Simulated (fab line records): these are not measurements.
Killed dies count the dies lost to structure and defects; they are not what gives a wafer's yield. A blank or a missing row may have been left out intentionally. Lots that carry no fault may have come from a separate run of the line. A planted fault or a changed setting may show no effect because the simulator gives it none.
Matching of chambers / flow nandHarc / NHARC_A_CHANNEL_FILL_D1_ALD_25 on aldHk-02 has 4 sister chambers
The step deposits SiOx, target thk 60 nm, pulse time 10 s, ald cycles 600. 16 wafers are shown with their chamber, then 8 later ones without.

## WAFERS PAIRED WITH THEIR CHAMBERS
wafer=L998.4; chamber=0; heaterPowerW (W)=373; precursorPulseHeightRel=1.011
wafer=L998.1; chamber=1; heaterPowerW (W)=460; precursorPulseHeightRel=0.997
wafer=L998.3; chamber=3; heaterPowerW (W)=387; precursorPulseHeightRel=1.005
wafer=L102.1; chamber=1; heaterPowerW (W)=461; precursorPulseHeightRel=0.978
wafer=L102.3; chamber=3; heaterPowerW (W)=399; precursorPulseHeightRel=0.971
wafer=L102.6; chamber=2; heaterPowerW (W)=470; precursorPulseHeightRel=1.015
wafer=L106.1; chamber=1; heaterPowerW (W)=459; precursorPulseHeightRel=1.024
wafer=L106.2; chamber=0; heaterPowerW (W)=391; precursorPulseHeightRel=0.997
wafer=L106.6; chamber=3; heaterPowerW (W)=388; precursorPulseHeightRel=1.011
wafer=L107.4; chamber=3; heaterPowerW (W)=388; precursorPulseHeightRel=0.984
wafer=L107.5; chamber=2; heaterPowerW (W)=481; precursorPulseHeightRel=0.942
wafer=L107.6; chamber=3; heaterPowerW (W)=391; precursorPulseHeightRel=0.999
wafer=L112.2; chamber=3; heaterPowerW (W)=395; precursorPulseHeightRel=1.013
wafer=L112.5; chamber=3; heaterPowerW (W)=398; precursorPulseHeightRel=0.994
wafer=L112.6; chamber=0; heaterPowerW (W)=403; precursorPulseHeightRel=0.993
wafer=L114.3; chamber=2; heaterPowerW (W)=473; precursorPulseHeightRel=1.007

SIGNATURES (averages over the wafers above)
reading=heaterPowerW; chamber 0=389.00; chamber 1=460.00; chamber 2=474.67; chamber 3=392.29; scatter within a chamber=7.49
reading=precursorPulseHeightRel; chamber 0=1.00033; chamber 1=0.99967; chamber 2=0.98800; chamber 3=0.99671; scatter within a chamber=0.022
Rule: for each reading, subtract the chamber's mean from the wafer's reading, divide by that reading's scatter and square the result; add these up over the readings and take the root, which gives the wafer's distance from the chamber. The wafer belongs to the nearest chamber; if the next one is less than 2 further off, it can't be placed. How the scatter is found: for the shown wafers, subtract from each reading the mean of its chamber, square and add these, divide the total by (wafers less chambers), then take the root.

## WAFERS MISSING THEIR CHAMBER
wafer=L114.4; heaterPowerW (W)=382; precursorPulseHeightRel=0.987
wafer=L114.5; heaterPowerW (W)=474; precursorPulseHeightRel=0.965
wafer=L115.3; heaterPowerW (W)=391; precursorPulseHeightRel=1.018
wafer=L115.5; heaterPowerW (W)=397; precursorPulseHeightRel=0.984
wafer=L115.6; heaterPowerW (W)=397; precursorPulseHeightRel=1.017
wafer=L116.2; heaterPowerW (W)=476; precursorPulseHeightRel=0.996
wafer=L116.1; heaterPowerW (W)=391; precursorPulseHeightRel=0.978
wafer=L116.6; heaterPowerW (W)=468; precursorPulseHeightRel=0.997

## THE CHAMBER EACH PASSED THROUGH
wafer=L114.4; from the rows above=can't be placed: 0 or 3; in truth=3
wafer=L114.5; from the rows above=can't be placed: 2 or 1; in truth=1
wafer=L115.3; from the rows above=can't be placed: 0 or 3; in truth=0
wafer=L115.5; from the rows above=can't be placed: 3 or 0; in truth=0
wafer=L115.6; from the rows above=can't be placed: 3 or 0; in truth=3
wafer=L116.2; from the rows above=can't be placed: 2 or 1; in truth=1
wafer=L116.1; from the rows above=can't be placed: 3 or 0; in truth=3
wafer=L116.6; from the rows above=can't be placed: 2 or 1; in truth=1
Placed correctly: 0 of 8. Not placeable from these rows: 8 (in 8, the candidates include the true chamber). Placed wrongly: 0.
